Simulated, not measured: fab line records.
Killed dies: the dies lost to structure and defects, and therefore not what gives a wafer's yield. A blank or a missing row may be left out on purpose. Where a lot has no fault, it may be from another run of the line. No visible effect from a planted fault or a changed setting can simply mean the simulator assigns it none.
The tool behind it: which one? | flow nand harc | 36 wafers from 12 lots sampled at 5 of the route's 1159 steps

WHAT THE GAUGES READ, wafer by wafer
NHARC_P_GATE_CD_MEAS_59: target cd 720 nm.
lot  | measured     | on        | cd nm (nm)
L875 | day 5 22:52  | cd sem-01 | 720.4 719.3 721.5
L876 | day 5 23:02  | cd sem-01 | 720.1 719.6 723.0
L877 | day 6 06:52  | cd sem-03 | 719.5 723.7 720.5
L878 | day 6 12:18  | cd sem-03 | 720.6 718.8 722.0
L882 | day 7 13:28  | cd sem-02 | 721.9 722.6 721.4
L886 | day 8 09:41  | cd sem-01 | 722.3 722.3 722.9
L887 | day 8 17:23  | cd sem-01 | 720.1 720.6 718.7
L889 | day 9 07:05  | cd sem-01 | 720.9 720.2 718.1
L891 | day 9 19:31  | cd sem-01 | 718.9 719.8 719.7
L893 | day 10 05:42 | cd sem-01 | 718.1 717.3 722.5
L894 | day 10 06:26 | cd sem-03 | 723.5 720.9 720.9
L896 | day 11 05:24 | cd sem-01 | 721.1 722.6 722.3

NHARC_P_GATE_CD_MEAS_91: target cd 2000 nm.
lot  | measured     | on        | cd nm (nm)
L875 | day 6 00:34  | cd sem-01 | 2000.8 2001.0 2003.5
L876 | day 6 00:55  | cd sem-01 | 2002.1 1999.1 1997.8
L877 | day 6 08:35  | cd sem-01 | 1963.8 1961.7 1965.5
L878 | day 6 13:53  | cd sem-02 | 2001.3 1999.5 2000.7
L882 | day 7 15:11  | cd sem-03 | 1998.5 1998.6 1999.3
L886 | day 8 11:25  | cd sem-01 | 1999.2 2000.0 1999.5
L887 | day 8 19:54  | cd sem-01 | 2000.2 1999.8 2002.4
L889 | day 9 08:40  | cd sem-02 | 2002.8 2001.8 2001.3
L891 | day 9 21:07  | cd sem-02 | 2001.7 2001.3 1999.1
L893 | day 10 07:32 | cd sem-02 | 1998.5 1997.8 1998.4
L894 | day 10 08:02 | cd sem-01 | 1998.4 2000.7 2000.0
L896 | day 11 07:07 | cd sem-03 | 2000.3 1997.8 2003.7

TOOL THAT RAN EACH LOT (tool first, then ch and the chambers of the sampled wafers, then the start)
lot  | NHARC_P_GATE_DESCUM_61            | NHARC_P_GATE_STRIP_112               | NHARC_P_GATE_EXPOSE_88
L875 | rie diel-13 ch 0,3, day 5 23:01   | plasma asher-02 ch 0, day 5 23:26    | krf scanner-03 ch 0, day 6 00:25
L876 | rie diel-13 ch 0,2,3, day 5 23:14 | plasma asher-02 ch 0,1, day 5 23:46  | krf scanner-04 ch 0, day 6 00:46
L877 | rie diel-04 ch 0,2,3, day 6 07:02 | plasma asher-02 ch 0,1, day 6 07:26  | krf scanner-03 ch 0, day 6 08:25
L878 | rie diel-04 ch 1,2,3, day 6 12:29 | plasma asher-01 ch 0,1, day 6 12:49  | krf scanner-03 ch 0, day 6 13:43
L882 | rie diel-06 ch 0,2, day 7 13:37   | plasma asher-01 ch 1, day 7 13:59    | krf scanner-04 ch 0, day 7 15:02
L886 | rie diel-04 ch 0,3, day 8 09:51   | plasma asher-01 ch 0,1, day 8 10:14  | krf scanner-04 ch 0, day 8 11:15
L887 | rie diel-13 ch 0,1, day 8 17:32   | plasma asher-01 ch 0, day 8 18:43    | krf scanner-04 ch 0, day 8 19:45
L889 | rie diel-13 ch 1,2,3, day 9 07:16 | plasma asher-01 ch 0,1, day 9 07:37  | krf scanner-04 ch 0, day 9 08:31
L891 | rie diel-04 ch 2,3, day 9 19:42   | plasma asher-01 ch 0,1, day 9 20:04  | krf scanner-04 ch 0, day 9 20:57
L893 | rie diel-04 ch 1,3, day 10 05:52  | plasma asher-02 ch 0,1, day 10 06:26 | krf scanner-04 ch 0, day 10 07:23
L894 | rie diel-13 ch 1,3, day 10 06:36  | plasma asher-02 ch 0,1, day 10 06:58 | krf scanner-04 ch 0, day 10 07:53
L896 | rie diel-04 ch 0,3, day 11 05:35  | plasma asher-01 ch 0,1, day 11 05:59 | krf scanner-02 ch 0, day 11 06:58
- NHARC_P_GATE_DESCUM_61: chemistry O2, time 3 s.
- NHARC_P_GATE_STRIP_112: strips in N2/H2, time 200 s.
- NHARC_P_GATE_EXPOSE_88: exposes mask P HVN, target cd 2000 nm.

WHAT THE TOOLS THEMSELVES READ (means of the sampled wafers that have a number; where no wafer has one, the mark that the record gives instead)
NHARC_P_GATE_DESCUM_61.
lot  | tool        | drypump motor current A (A) | oes product au (a.u.) | rf vpp V (V) | showerhead plenum p Torr (Torr) | throttle valve pct (%)
L875 | rie diel-13 | 5.5                         | 0.990                 | 57.9         | 1.85                            | 11.307
L876 | rie diel-13 | 5.9                         | 0.991                 | 57.3         | 1.84                            | 11.302
L877 | rie diel-04 | 5.6                         | 1.002                 | 57.7         | 1.90                            | 11.306
L878 | rie diel-04 | 5.5                         | 0.991                 | 58.4         | 1.93                            | 11.308
L882 | rie diel-06 | 6.1                         | 1.000                 | 57.5         | 1.97                            | 11.314
L886 | rie diel-04 | 5.4                         | 0.994                 | 57.6         | 1.87                            | 11.300
L887 | rie diel-13 | 5.4                         | 0.988                 | 58.1         | 1.86                            | 11.304
L889 | rie diel-13 | 5.7                         | 1.003                 | 57.0         | 1.79                            | 11.308
L891 | rie diel-04 | 5.4                         | 0.996                 | 57.7         | 1.85                            | 11.316
L893 | rie diel-04 | 5.2                         | 0.994                 | 57.8         | 1.90                            | 11.317
L894 | rie diel-13 | 5.3                         | 0.997                 | 56.8         | 1.81                            | 11.319
L896 | rie diel-04 | 5.3                         | 0.995                 | 57.6         | 1.87                            | 11.293

NHARC_P_GATE_STRIP_112.
lot  | tool            | drypump motor current A (A) | heater power w (W)
L875 | plasma asher-02 | 5.59                        | 79
L876 | plasma asher-02 | 5.69                        | 85
L877 | plasma asher-02 | 5.68                        | 85
L878 | plasma asher-01 | 5.12                        | 98
L882 | plasma asher-01 | 5.13                        | 105
L886 | plasma asher-01 | 5.12                        | 102
L887 | plasma asher-01 | 5.11                        | 93
L889 | plasma asher-01 | 5.12                        | 103
L891 | plasma asher-01 | 5.13                        | 103
L893 | plasma asher-02 | 5.69                        | 85
L894 | plasma asher-02 | 5.70                        | 84
L896 | plasma asher-01 | 5.11                        | 101

NHARC_P_GATE_EXPOSE_88.
lot  | tool           | exposure dose mJ cm2
L875 | krf scanner-03 | 11.869
L876 | krf scanner-04 | 11.858
L877 | krf scanner-03 | 11.868
L878 | krf scanner-03 | 11.880
L882 | krf scanner-04 | 11.875
L886 | krf scanner-04 | 11.867
L887 | krf scanner-04 | 11.852
L889 | krf scanner-04 | 11.866
L891 | krf scanner-04 | 11.876
L893 | krf scanner-04 | 11.866
L894 | krf scanner-04 | 11.858
L896 | krf scanner-02 | 11.878

THE ANSWER, worked out from the rows above alone
Rule: the lots themselves supply what counts as usual. The widest of any qualifying gaps counts: lots, ordered by their means at a reading, are off when they make up no more than a third of the lots, leave a main group of 4 or more, and stand apart from it by 3 or more times the standard deviation of that group's means. A main group is skipped when, at the precision printed for the reading in the tables above, its means are all equal. Also off: a lot with no number at a reading for which 4 or more lots have one. The other lots that the step has rows for count as sound. After the gauges, taken in route order, come the tools' own readings; for these a lot's mean is taken, as printed above. At the first step where some lot is off, the reading lying furthest off is the one used; lots without a number count as furthest.
Off at NHARC_P_GATE_CD_MEAS_91 (cd nm): L877. The main group has a mean of 2000.2 nm with a standard deviation of 1.1.
A tool fits if, at a process step before that reading, it ran every lot that is off, and no sound lot after the first of them. Gauges at NHARC_P_GATE_CD_MEAS_91: tried the same way as those tools. No candidate that was tried fits.

WHAT THE SIMULATOR HAD INSERTED
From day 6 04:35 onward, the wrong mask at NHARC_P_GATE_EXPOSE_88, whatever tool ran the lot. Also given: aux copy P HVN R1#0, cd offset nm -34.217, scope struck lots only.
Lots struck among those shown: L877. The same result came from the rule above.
